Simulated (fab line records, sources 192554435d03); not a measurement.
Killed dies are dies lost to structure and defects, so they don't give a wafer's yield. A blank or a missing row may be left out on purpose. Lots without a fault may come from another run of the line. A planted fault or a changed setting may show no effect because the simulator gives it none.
Split-lot experiment | flow n5_finfet | 7 lots, 39 wafers read, on a route of 1938 steps

THE SPLIT
At N5_SD_EPI_P_EPI_21 (deposits SiGe:B, time 355 s), the setting time_s was moved away from the recipe's 355 s on 12 of the 39 wafers read, by -11.2% to +9.6%. The other wafers ran this setting at the recipe's value.

FROM THE SPLIT TO THE READING: what the file shows between them, 5 steps
- N5_SD_EPI_P_EPI_MEAS_23
- N5_SD_EPI_P_HM_STRIP_48: strips SiNx in H3PO4, material SiNx, target depth 3 nm
- N5_SD_EPI_P_SRD_49: time 30 s
- N5_SD_ACTIVATION_RTA_00: time 0 s
- N5_SD_ACTIVATION_LSA_01: time 0.0008 s

THE READING
RS_SD_P, in ohm/sq, at N5_SD_ACTIVATION_RS_MEAS_03 (measures by four-point-probe). Fault-free wafers of this fab line usually give 56.1 ohm/sq, standard deviation 0.88 ohm/sq.

wafer  | tool, chamber at the split | time_s as run, s | against the recipe | RS_SD_P, ohm/sq | against lot-mates on the recipe
L078.1 | epi_rpcvd-01, 0            | 389.2            | +9.6%              | 53.2            | -3.2
L078.2 | epi_rpcvd-01, 0            | 355              | recipe             | 56.4            | -
L078.3 | epi_rpcvd-01, 0            | 389.2            | +9.6%              | 53.3            | -3.1
L078.4 | epi_rpcvd-01, 0            | 355              | recipe             | 56.1            | -
L078.5 | epi_rpcvd-01, 0            | 389.2            | +9.6%              | 52.8            | -3.6
L078.6 | epi_rpcvd-01, 0            | 355              | recipe             | 56.6            | -
L080.1 | epi_rpcvd-01, 0            | 355              | recipe             | 55.9            | -
L080.2 | epi_rpcvd-01, 0            | 355              | recipe             | 56.6            | -
L080.3 | epi_rpcvd-01, 0            | 355              | recipe             | 55.9            | -
L080.4 | epi_rpcvd-01, 0            | 355              | recipe             | 56.3            | -
L080.5 | epi_rpcvd-01, 0            | 355              | recipe             | 56.6            | -
L080.6 | epi_rpcvd-01, 0            | 355              | recipe             | 55.6            | -
L081.1 | epi_rpcvd-01, 0            | 315.3            | -11.2%             | 61.3            | +5.3
L081.2 | epi_rpcvd-01, 0            | 315.3            | -11.2%             | 60.3            | +4.3
L081.3 | epi_rpcvd-01, 0            | 315.3            | -11.2%             | 60.6            | +4.6
L081.4 | epi_rpcvd-01, 0            | 355              | recipe             | 55.7            | -
L081.5 | epi_rpcvd-01, 0            | 355              | recipe             | 56.5            | -
L081.6 | epi_rpcvd-01, 0            | 355              | recipe             | 55.8            | -
L082.1 | epi_rpcvd-01, 0            | 355              | recipe             | 55.9            | -
L082.2 | epi_rpcvd-01, 0            | 318.5            | -10.3%             | 60.1            | +4.6
L082.3 | epi_rpcvd-01, 0            | 355              | recipe             | 55.4            | -
L082.4 | epi_rpcvd-01, 0            | 318.5            | -10.3%             | 59.3            | +3.8
L082.5 | epi_rpcvd-01, 0            | 355              | recipe             | 55.3            | -
L082.6 | epi_rpcvd-01, 0            | 318.5            | -10.3%             | 59.2            | +3.7
L083.1 | epi_rpcvd-01, 0            | 355              | recipe             | 55.7            | -
L083.2 | epi_rpcvd-01, 0            | 375.6            | +5.8%              | 54.3            | -2.0
L083.3 | epi_rpcvd-01, 0            | 375.6            | +5.8%              | 54.3            | -2.0
L083.4 | epi_rpcvd-01, 0            | 375.6            | +5.8%              | 54.7            | -1.6
L083.5 | epi_rpcvd-01, 0            | 355              | recipe             | 56.0            | -
L083.6 | epi_rpcvd-01, 0            | 355              | recipe             | 57.1            | -
L089.1 | epi_rpcvd-01, 0            | 355              | recipe             | 56.8            | -
L089.2 | epi_rpcvd-01, 0            | 355              | recipe             | 57.3            | -
L089.4 | epi_rpcvd-01, 0            | 355              | recipe             | 57.0            | -
L094.1 | epi_rpcvd-01, 0            | 355              | recipe             | 55.1            | -
L094.2 | epi_rpcvd-01, 0            | 355              | recipe             | 55.7            | -
L094.3 | epi_rpcvd-01, 0            | 355              | recipe             | 54.9            | -
L094.4 | epi_rpcvd-01, 0            | 355              | recipe             | 56.4            | -
L094.5 | epi_rpcvd-01, 0            | 355              | recipe             | 55.7            | -
L094.6 | epi_rpcvd-01, 0            | 355              | recipe             | 54.9            | -

THE FIT
A straight line over all 39 wafers: RS_SD_P changes by -0.351 ohm/sq for each +1% of time_s; r = -0.95; the points scatter about the line by 0.63 ohm/sq.
The same after taking each lot's own level away (the mean of its wafers on the recipe; 39 wafers): -0.379 ohm/sq for each +1%; r = -0.98; scatter 0.43 ohm/sq.
On that fit, the largest move of time_s shifts the reading by 4.2 ohm/sq.
The lots' own levels span 55.45 to 57.03 ohm/sq, that is 1.8 times the standard deviation above.
So the lot-to-lot level changes the slope little: the two slopes agree.
Check: with one of the wafers moved furthest among these (-11.2%) left out of the fit, the line predicts +4.2 ohm/sq for it against its lot-mates. It came out at +5.3 ohm/sq against them.

OTHER SPLITS ON THESE WAFERS
These wafers also went through other splits before the reading. Each is held against what the fit with the lots' levels taken away leaves over:
other split on the same wafers       | wafers away from the commonest value | r with RS_SD_P (lot level and that fit taken away)
N5_DUMMY_GATE_ETCH_31 target_depth_a | 12                                   | -0.15
N5_DUMMY_GATE_ETCH_42 bias_w         | 12                                   | -0.08

THE WHOLE CHAIN: every reading that the file lists as answering this split, in the file's order
step                        | what it does                 | reading                                                                           | change (the file's fit)               | r (the file's)
N5_SD_EPI_P_EPI_21          | deposits SiGe:B, time 355 s  | SiGe-B_of_SD_EPI_P_EPI_21.thk_nm (the simulator's own value, which no gauge read) | +0.393 nm for each +1% of the setting | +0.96
N5_SD_EPI_P_EPI_MEAS_23     |                              | thk_nm                                                                            | withheld for each +1% of the setting  | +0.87
N5_SD_ACTIVATION_RS_MEAS_03 | measures by four-point-probe | RS_SD_P                                                                           | -0.381 for each +1% of the setting    | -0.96

THE FILE'S OWN FIT
RS_SD_P changes by -0.381 ohm/sq for each +1% of time_s, r = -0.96.
